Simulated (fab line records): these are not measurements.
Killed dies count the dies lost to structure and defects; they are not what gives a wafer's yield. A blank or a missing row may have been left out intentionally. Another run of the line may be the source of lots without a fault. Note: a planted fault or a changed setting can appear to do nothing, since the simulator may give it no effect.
fab line records ; flow n5Finfet
[record] lots = 10; wafers = 25; lastDay = 16
route steps=1938 shown WELL_APT@31 PMOS_HMC_CHANNEL_EPI@69 BEOL_M4@1111 PASSIVATION@1936
lots untouched by any fault: they come from a run of this same line in which no faults occurred
startH: start of the lot's first displayed wafer, in hours after the record's first day ; waitH: how many hours have passed since the lot's step before this one ; " repeats the value in the row above ; L1.1+2: several wafers, shown together as one row ; - no value, or no start given ; * or withheld: withheld ; < > ~ a bound
route shown NAME@n: NAME is a module with steps in the file, n the number in the route of the first one ; usual: mean and standard deviation over wafers with no fault ; same: alike in all rows ; chamber/n: place in a boat ; sites: the reading at each site ; _std_site: their standard deviation ; _edge_site: inner sites' mean taken away from outer sites' mean ; radiusMm: how far each site lies from the wafer's centre ; mask NAME#n: copy n ; behind: the most recent tool/chamber to have shaped the wafer ; hold: why the lot went on hold/how many hours it stayed there/how the hold came to an end ; device: transistor that didn't switch, given as n, p or np ; end of line: the same wafers' tests at the end of the route ; step lacking rows: just its recipe ; killed: at the first sort, the dies lost to defects and structure; wafer yield is something else ; map: dies across one wafer; x = killed, . = not, _ = none there
set.NAME: the setting as run; set.NAME@STEP: as run at that earlier step ; model.NAME: the simulator's own value behind a step, which no gauge read
route steps across a sampled set of lots; one table per step, one row per wafer
services: from which hour (startH, from the record's first day; less than 0 if before it) a tool's chamber was out of use, for how many hours, and why
[[steps]]
[step N5_WELL_APT_DESCUM_13]
[recipe] chemistry = O2; timeS = 7.9; sourcePowerW = 50; biasPowerW = 20; pressureMtorr = 20; rfFrequencyHz = 2.712e+07; tempC = 40; o2FlowSccm = 225
[usual] biasPowerW = 20.00/0.058; drypumpMotorCurrentA = 5.6/0.45; o2FlowSccm = 225.0/0.58; oesProductAu = 0.79/0.1; rfVppV = 243.3/1.1; showerheadPlenumPTorr = 2.12/0.054; throttleValvePct = 20.63/0.18
lot.wafer;tool;chamber;startH;waitH;biasPowerW;drypumpMotorCurrentA;o2FlowSccm;oesProductAu;rfHoursCounterH;rfVppV;showerheadPlenumPTorr;throttleValvePct
L233.4;rieDiel-05;2;19.77;0.0;20.07;5.3;226.1;0.81;63;243.8;2.16;20.65
L233.6;rieDiel-05;1;19.77;0.0;19.96;5.2;225.7;0.70;-;244.2;2.17;20.82
L234.2;rieDiel-04;0;26.00;0.0;19.88;4.8;225.7;0.93;16;242.9;2.16;20.41
L234.5;rieDiel-04;0;26.00;0.0;19.93;4.8;226.0;0.94;-;243.8;2.16;20.41
L238.2;rieDiel-04;2;49.70;0.1;20.00;5.5;224.2;0.69;239;243.7;2.09;21.09
L238.3;rieDiel-04;0;49.70;0.1;19.91;4.8;224.9;0.92;23;244.8;2.16;20.42
L238.6;rieDiel-04;2;49.70;0.1;20.04;5.5;224.2;0.69;-;242.8;2.09;21.08
L240.1;rieDiel-04;2;61.97;0.0;20.02;5.5;225.4;0.68;246;243.2;2.09;21.09
L240.3;rieDiel-04;3;61.97;0.0;20.02;6.3;225.0;0.72;193;245.2;2.18;20.57
L240.4;rieDiel-04;3;61.97;0.0;20.01;6.3;224.5;0.72;-;244.7;2.18;20.58
L241.1;rieDiel-04;1;68.26;0.0;20.09;5.3;225.0;0.96;2;243.3;2.03;20.34
L241.2;rieDiel-04;3;68.26;0.0;19.92;6.2;225.0;0.73;196;243.4;2.18;20.56
L242.3;rieDiel-05;1;73.90;0.0;19.92;5.3;224.2;0.69;237;244.7;2.16;20.84
L242.6;rieDiel-05;2;73.90;0.0;19.99;5.3;225.8;0.79;-;244.8;2.16;20.69
L244.2;rieDiel-04;3;85.77;0.0;19.94;6.3;225.5;0.71;202;244.7;2.18;20.57
L244.4;rieDiel-04;1;85.77;0.0;20.07;5.3;225.2;0.94;-;242.7;2.03;20.35
L248.2;rieDiel-03;2;110.54;0.8;20.02;5.3;225.1;0.71;205;244.4;2.16;20.67
L248.4;rieDiel-03;2;110.54;0.8;20.00;5.3;225.2;0.71;-;244.7;2.16;20.68
L248.5;rieDiel-03;1;110.54;0.8;19.95;6.3;224.4;0.85;-;243.1;2.15;20.56
L249.1;rieDiel-05;3;116.18;0.0;20.07;5.8;224.6;0.74;158;244.1;2.11;20.88
L249.2;rieDiel-05;0;116.18;0.0;20.02;6.0;224.1;0.74;161;241.2;2.01;20.50
L249.6;rieDiel-05;2;116.18;0.0;19.98;5.3;224.8;0.78;-;243.2;2.15;20.69
L250.1;rieDiel-04;0;122.00;0.3;20.04;4.8;226.0;0.87;52;243.2;2.15;20.47
L250.4;rieDiel-04;1;122.00;0.3;19.94;5.3;226.2;0.89;23;242.7;2.02;20.35
L250.6;rieDiel-04;1;122.00;0.3;20.03;5.3;226.2;0.88;-;242.4;2.02;20.36
[step N5_WELL_APT_IMPLANT_15]
[recipe] species = As; energyKev = 25; doseCm2 = 1.5e+13; tiltDeg = 0; rotationDeg = 0
[usual] doseIonsCm2 = 1.4997e+13/1.7e+10; faradayCurrentUA = 190/3.8; tiltDeg = 0.002/0.017
lot.wafer;tool;chamber;startH;waitH;doseIonsCm2;faradayCurrentUA;tiltDeg
L233.4;implanter-01;0;20.14;0.1;1.4972e+13;193;0.006
L233.6;implanter-01;0;20.14;0.1;1.4986e+13;194;0.009
L234.2;implanter-02;0;26.31;0.1;1.5001e+13;191;0.003
L234.5;implanter-02;0;26.31;0.1;1.5027e+13;188;0.004
L238.2;implanter-02;0;50.01;0.1;1.5006e+13;195;0.007
L238.3;implanter-02;0;50.01;0.1;1.5005e+13;194;-0.005
L238.6;implanter-02;0;50.01;0.1;1.4985e+13;195;-0.007
L240.1;implanter-01;0;62.24;0.1;1.4999e+13;196;0.015
L240.3;implanter-01;0;62.24;0.1;1.4974e+13;191;-0.022
L240.4;implanter-01;0;62.24;0.1;1.4987e+13;187;-0.017
L241.1;implanter-01;0;68.54;0.1;1.4999e+13;186;0.019
L241.2;implanter-01;0;68.54;0.1;1.4986e+13;191;-0.007
L242.3;implanter-01;0;74.24;0.1;1.5015e+13;193;0.000
L242.6;implanter-01;0;74.24;0.1;1.5003e+13;183;-0.004
L244.2;implanter-01;0;86.08;0.1;1.4978e+13;188;-0.033
L244.4;implanter-01;0;86.08;0.1;1.4984e+13;187;0.002
L248.2;implanter-01;0;110.85;0.1;2.3065e+13;296;0.006
L248.4;implanter-01;0;110.85;0.1;2.3025e+13;295;0.008
L248.5;implanter-01;0;110.85;0.1;2.3033e+13;287;0.002
L249.1;implanter-02;0;116.46;0.1;1.502e+13;184;-0.006
L249.2;implanter-02;0;116.46;0.1;1.4985e+13;194;0.002
L249.6;implanter-02;0;116.46;0.1;1.5017e+13;195;0.033
L250.1;implanter-01;0;122.28;0.1;2.3059e+13;292;-0.028
L250.4;implanter-01;0;122.28;0.1;2.3072e+13;286;-0.011
L250.6;implanter-01;0;122.28;0.1;2.3078e+13;285;-0.004
[step N5_WELL_APT_INSPECT_38]
[recipe] inspectInstrument = darkfield; mode = postEpi
[usual] rawDefectCount = 14/5.9
lot.wafer;tool;chamber;startH;waitH;rawDefectCount
L233.4;defectInspect-02;-;22.73;0.3;9
L233.6;defectInspect-02;-;22.73;0.3;15
L234.2;defectInspect-01;-;28.88;0.4;9
L234.5;defectInspect-01;-;28.88;0.4;12
L238.2;defectInspect-02;-;53.00;0.4;4
L238.3;defectInspect-02;-;53.00;0.4;8
L238.6;defectInspect-02;-;53.00;0.4;7
L240.1;defectInspect-01;-;64.90;0.5;5
L240.3;defectInspect-01;-;64.90;0.5;10
L240.4;defectInspect-01;-;64.90;0.5;17
L241.1;defectInspect-02;-;71.04;0.5;25
L241.2;defectInspect-02;-;71.04;0.5;13
L242.3;defectInspect-01;-;76.66;0.3;12
L242.6;defectInspect-01;-;76.66;0.3;13
L244.2;defectInspect-01;-;88.87;0.6;25
L244.4;defectInspect-01;-;88.87;0.6;11
L248.2;defectInspect-01;-;113.30;0.4;7
L248.4;defectInspect-01;-;113.30;0.4;10
L248.5;defectInspect-01;-;113.30;0.4;11
L249.1;defectInspect-02;-;118.93;0.5;14
L249.2;defectInspect-02;-;118.93;0.5;32
L249.6;defectInspect-02;-;118.93;0.5;32
L250.1;defectInspect-02;-;125.20;0.5;15
L250.4;defectInspect-02;-;125.20;0.5;17
L250.6;defectInspect-02;-;125.20;0.5;13
[step N5_PMOS_HMC_CHANNEL_EPI_ETCH_32]
[recipe] chemistry = N2/H2; target = BARC; stopOn = SiO2; targetDepthA = 858; overEtchFrac = 0.3; timeS = 50.3; ionEnergyEv = 200; maskMaterial = CAR-ArF-block; pressureMtorr = 30; sourceW = 840; biasW = 150; n2FlowSccm = 200; h2FlowSccm = 200
[usual] drypumpMotorCurrentA = 5.5/0.35; oesProductAu = 0.66/0.063; rfVppV = 524.8/2; showerheadPlenumPTorr = 2.57/0.076; throttleValvePct = 17.95/0.24
lot.wafer;tool;chamber;startH;waitH;drypumpMotorCurrentA;oesProductAu;rfHoursCounterH;rfVppV;showerheadPlenumPTorr;throttleValvePct
L233.4;rieDiel-06;2;23.37;0.0;5.1;0.80;16;525.2;2.59;17.65
L233.6;rieDiel-06;0;23.37;0.0;5.3;0.66;-;526.5;2.68;17.87
L234.2;rieDiel-01;0;29.68;0.0;5.3;0.58;248;525.2;2.59;18.25
L234.5;rieDiel-01;1;29.68;0.0;5.5;0.67;-;527.7;2.66;17.85
L238.2;rieDiel-01;3;53.56;0.0;5.2;0.62;186;522.2;2.53;18.04
L238.3;rieDiel-01;2;53.56;0.0;5.9;0.64;173;524.3;2.53;18.28
L238.6;rieDiel-01;1;53.56;0.0;5.5;0.68;-;527.4;2.66;17.89
L240.1;rieDiel-01;2;65.47;0.0;5.9;0.63;177;523.7;2.53;18.28
L240.3;rieDiel-01;0;65.47;0.0;5.3;0.81;3;525.4;2.58;17.84
L240.4;rieDiel-01;1;65.47;0.0;5.5;0.66;124;528.0;2.65;17.89
L241.1;rieDiel-01;0;71.61;0.0;5.3;0.81;4;524.6;2.58;17.84
L241.2;rieDiel-01;1;71.61;0.0;5.5;0.67;126;528.2;2.65;17.89
L242.3;rieDiel-06;3;77.23;0.0;4.9;0.62;191;520.0;2.40;18.14
L242.6;rieDiel-06;2;77.23;0.0;5.0;0.77;-;525.0;2.59;17.68
L244.2;rieDiel-06;1;89.43;0.0;6.0;0.60;190;525.2;2.64;18.23
L244.4;rieDiel-06;0;89.43;0.0;5.4;0.65;132;528.3;2.67;17.91
L248.2;rieDiel-01;1;113.94;0.0;5.5;0.66;136;527.9;2.65;17.90
L248.4;rieDiel-01;0;113.94;0.0;5.3;0.77;16;526.6;2.58;17.86
L248.5;rieDiel-01;1;113.94;0.0;5.5;0.67;-;526.0;2.65;17.90
L249.1;rieDiel-02;3;119.83;0.0;5.8;0.61;210;523.0;2.52;18.20
L249.2;rieDiel-02;2;119.83;0.0;5.7;0.61;226;525.3;2.59;17.68
L249.6;rieDiel-02;2;119.83;0.0;5.7;0.61;-;526.6;2.59;17.70
L250.1;rieDiel-02;2;125.64;0.0;5.7;0.61;228;525.8;2.59;17.69
L250.4;rieDiel-02;1;125.64;0.0;5.9;0.62;194;523.9;2.51;17.66
L250.6;rieDiel-02;0;125.64;0.0;5.8;0.78;-;526.1;2.57;17.46
[step N5_BEOL_M4_RC_MEAS_101]
[usual] CJ_P = 5.79/0.26; DIBL_N = 36.0/2; DIBL_P = 35.9/2.5; IOFF_N = 0.16/0.038; IOFF_P = 0.21/0.04; IOFF_P_LONG = 0.000106/1e-05; ION_N = 675/14; ION_P = 462/9.4; SS_N = 71.5/0.75; SS_P = 73.2/0.74; VT_N = 250/3.9; VT_P = -251/3.2
lot.wafer;tool;chamber;startH;waitH;CJ_P;DIBL_N[mV/V];DIBL_P[mV/V];IOFF_N[nA/um];IOFF_P[nA/um];IOFF_P_LONG[nA/um];ION_N[uA/um];ION_P[uA/um];SS_N[mV/dec];SS_P[mV/dec];VT_N[mV];VT_P[mV]
L233.4;prober-01;0;164.16;0.5;5.20;35.2;35.1;0.17;0.22;0.000106;691;472;70.9;73.1;244;-245
L233.6;prober-01;0;164.16;0.5;5.62;36.8;35.2;0.21;0.22;0.000111;694;466;71.7;73.5;242;-246
L234.2;prober-01;0;178.60;0.2;5.74;40.0;37.8;0.23;0.28;0.000117;690;468;72.1;74.2;242;-246
L234.5;prober-01;0;178.60;0.2;5.70;32.6;30.3;0.12;0.18;0.000119;679;474;69.8;72.2;249;-251
L238.2;prober-02;0;200.00;0.2;6.40;32.5;32.2;0.11;0.16;0.000121;679;473;69.6;71.7;256;-251
L238.3;prober-02;0;200.00;0.2;5.65;35.9;35.1;0.15;0.19;0.000106;676;460;70.2;73.4;251;-251
L238.6;prober-02;0;200.00;0.2;6.22;35.7;35.0;0.15;0.18;0.000117;675;464;70.1;72.7;251;-249
L240.1;prober-02;0;212.35;0.0;5.39;35.6;34.3;0.16;0.23;0.000122;701;483;71.3;72.8;243;-245
L240.3;prober-02;0;212.35;0.0;6.15;34.8;33.3;0.13;0.22;0.000134;683;475;69.7;72.4;248;-248
L240.4;prober-02;0;212.35;0.0;5.30;35.3;34.1;0.14;0.23;0.000119;686;472;70.6;72.8;248;-247
L241.1;prober-01;0;216.26;0.0;5.58;35.4;34.6;0.14;0.15;8.7e-05;656;445;71.9;72.7;252;-257
L241.2;prober-01;0;216.26;0.0;5.84;37.5;39.3;0.18;0.25;9.1e-05;675;459;71.5;73.4;247;-250
L242.3;prober-02;0;229.54;0.3;6.10;35.7;36.2;0.15;0.21;0.00011;659;460;71.7;73.8;252;-251
L242.6;prober-02;0;229.54;0.3;5.85;36.6;37.1;0.18;0.20;0.000104;673;457;71.1;72.8;246;-251
L244.2;prober-01;0;249.63;0.2;5.81;33.6;33.9;0.11;0.16;9.5e-05;669;461;71.3;72.5;254;-254
L244.4;prober-01;0;249.63;0.2;5.66;37.2;37.7;0.18;0.20;8.9e-05;682;460;71.8;73.6;248;-254
L249.1;prober-02;0;269.86;0.0;5.69;33.6;34.1;0.12;0.17;0.000103;669;457;71.5;72.7;255;-253
L249.2;prober-02;0;269.86;0.0;5.85;35.3;36.7;0.14;0.20;0.000107;647;447;71.2;72.7;251;-249
L249.6;prober-02;0;269.86;0.0;5.77;34.5;37.0;0.14;0.21;0.000108;688;473;70.9;73.6;250;-249
L248.2;prober-01;0;272.18;0.2;7.03;38.6;39.0;0.21;0.24;0.000133;687;461;72.5;74.8;246;-250
L248.4;prober-01;0;272.18;0.2;7.59;34.9;34.4;0.13;0.18;0.000163;658;447;72.0;73.0;254;-254
L248.5;prober-01;0;272.18;0.2;7.23;39.8;40.5;0.25;0.28;0.000143;683;464;72.4;74.7;242;-246
L250.1;prober-02;0;272.75;0.0;6.98;33.8;33.8;0.11;0.18;0.00015;664;459;70.7;72.6;254;-252
L250.4;prober-02;0;272.75;0.0;7.74;41.3;42.7;0.28;0.34;0.000186;705;481;72.3;74.6;240;-243
L250.6;prober-02;0;272.75;0.0;7.12;34.4;34.6;0.13;0.19;0.000156;673;463;70.6;72.5;252;-252
[step N5_PASSIVATION_PROBE_49]
[usual] defectLimitedYield = 91.3/1.5; killed_at_M0_to_M3 = 33/12; killed_at_M4_up = 15/5.2; killedAtContacts = 12/5.1; killedAtFrontEnd = 39/11; killedAtOther = 5/3.6; killedDies = 103/18; killedOpen = 67/13; killedShort = 33/7.8; sort_bin_5_function = 5.1/0.96; sort_bin_6_memory = 3.2/0.71; sort_bin_8_speed = 0.01/0.063; sortNPass = 1077/18
[same] grossDies = 1180; killedAtBackSide = 0; sort_bin_4_leakage[%] = 0
lot.wafer;tool;chamber;startH;waitH;defectLimitedYield[%];killed_at_M0_to_M3;killed_at_M4_up;killedAtContacts;killedAtFrontEnd;killedAtOther;killedDies;killedOpen;killedShort;sort_bin_5_function[%];sort_bin_6_memory[%];sort_bin_8_speed[%];sortNPass
L240.4;prober-02;-;306.26;0.2;90.1;37;26;10;41;3;117;80;37;4.4;5.5;0;1063
// killed by level:class
L240.4 BEOL_M1:geometricParticle:open=11 DUMMY_GATE:geometricParticle:open=9 BEOL_M0_SAQP:geometricParticle:open=8 MOL_CONTACT_COAG:geometricParticle:open=7 STI_FIN_REVEAL:geometricParticle:open=6 GATE_CUT:geometricParticle:short=6 BEOL_M4:geometricParticle:open=6 BEOL_M5:geometricParticle:open=5
[[services]]
tool;chamber;startH;hours;kind
rieDiel-01;-;30.20;1.6;repair
rieDiel-06;0;30.96;1.5;repair
rieDiel-01;0;37.47;-;clean
rieDiel-01;0;37.47;-;consumableReplace:focusRing
rieDiel-01;0;37.47;20.3;scheduledDown
rieDiel-01;0;37.47;20.3;ventCycle
rieDiel-02;2;37.70;1.8;repair
rieDiel-04;1;46.17;-;clean
rieDiel-04;1;46.17;-;consumableReplace:focusRing
rieDiel-04;1;46.17;16.0;scheduledDown
rieDiel-04;1;46.17;16.0;ventCycle
rieDiel-02;0;51.40;10.9;repair
implanter-02;-;59.28;27.6;pm
rieDiel-05;0;63.64;5.0;repair
rieDiel-04;2;78.35;-;clean
rieDiel-04;2;78.35;-;consumableReplace:focusRing
rieDiel-04;2;78.35;20.8;scheduledDown
rieDiel-04;2;78.35;20.8;ventCycle
implanter-01;-;86.28;1.3;repair
implanter-02;-;92.20;5.8;repair
rieDiel-01;-;94.56;2.8;pm
rieDiel-01;0;114.37;7.6;repair
implanter-01;-;117.16;3.8;pm
implanter-01;-;123.13;17.1;repair
[[key]]
[firstSign] step = N5_WELL_APT_IMPLANT_15; reading = doseIonsCm2; direction = up; sigmas = 99+; usual = 1.4997e+13; struck = 2.3055e+13
[effect] step = N5_WELL_APT_IMPLANT_15; reading = faradayCurrentUA; direction = up; sigmas = 26; usual = 190; struck = 290
[effect] step = N5_BEOL_M4_RC_MEAS_101; reading = CJ_P; direction = up; sigmas = 5.7; usual = 5.79; struck = 7.28
[effect] step = N5_BEOL_M4_RC_MEAS_101; reading = IOFF_P_LONG; direction = up; sigmas = 4.9; usual = 0.000106; struck = 0.000155
metAt N5_WELL_APT_IMPLANT_15
struckLots L248,L250
[baselineLoss] step = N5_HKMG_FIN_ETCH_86; wafers = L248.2
notActingAt N5_WELL_APT_DESCUM_13,N5_WELL_APT_INSPECT_38,N5_PMOS_HMC_CHANNEL_EPI_ETCH_32
onsetBetween 86.08 110.85
[fault] kind = processParameterDrift; tool = implanter-01; chamber = -; onsetH = 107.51; steps = N5_WELL_APT_IMPLANT_15; channel = doseCm2; offset = 8.0561e+12; shape = step; endH = 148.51; actsIn = theseRecipesOnly; stated = 1.5e+13
// baselineLoss: these wafers lose ten dies or more at that step, a loss of the line's own and not of a fault; the sort's usual values leave them out
